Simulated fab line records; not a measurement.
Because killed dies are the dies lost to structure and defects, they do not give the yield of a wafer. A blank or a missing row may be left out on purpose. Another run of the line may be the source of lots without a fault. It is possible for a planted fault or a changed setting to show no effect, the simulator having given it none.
Chamber matching -- flow nand harc -- 3 sister chambers for NHARC_A_CONTACT_DEP_24 on pecvd-02
The step deposits SiO2, target thk 500 nm. 6 wafers are shown with their chamber, then 7 later ones without.

## WAFERS PAIRED WITH THEIR CHAMBERS
wafer,chamber,throttle valve pct (%),heater power w (W)
L085.2,0,15.6,410
L085.5,1,16.2,520
L090.5,2,15.3,632
L090.6,0,15.7,381
L091.1,1,16.2,539
L091.2,2,15.2,677

## WAFERS WHOSE CHAMBER IS MISSING
wafer,throttle valve pct (%),heater power w (W)
L091.3,16.0,480
L095.3,15.6,494
L095.4,16.7,577
L095.5,15.3,592
L097.3,16.5,541
L097.4,15.1,664
L097.6,16.0,467

## EACH ONE'S CHAMBER
wafer,from the rows above,in truth
L091.3,1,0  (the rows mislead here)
L095.3,0,0
L095.4,1,1
L095.5,2,2
L097.3,1,1
L097.4,2,2
L097.6,1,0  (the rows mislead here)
Placed correctly: 5 of 7. Number that these rows cannot place: 0. Wrongly placed: 2.
How it was worked out, from the rows above alone: a wafer's distance from a chamber is the root of the sum, over the readings, of the square of ((its reading less the chamber's mean) divided by the reading's scatter). If the next closest chamber is less than 2 further off than the closest, the wafer can't be placed; otherwise it belongs to the closest. For every chamber, the mean is computed from those of its wafers that are shown. How the scatter is found: for the shown wafers, subtract from each reading the mean of its chamber, square and add these, divide the total by (wafers less chambers), then take the root.
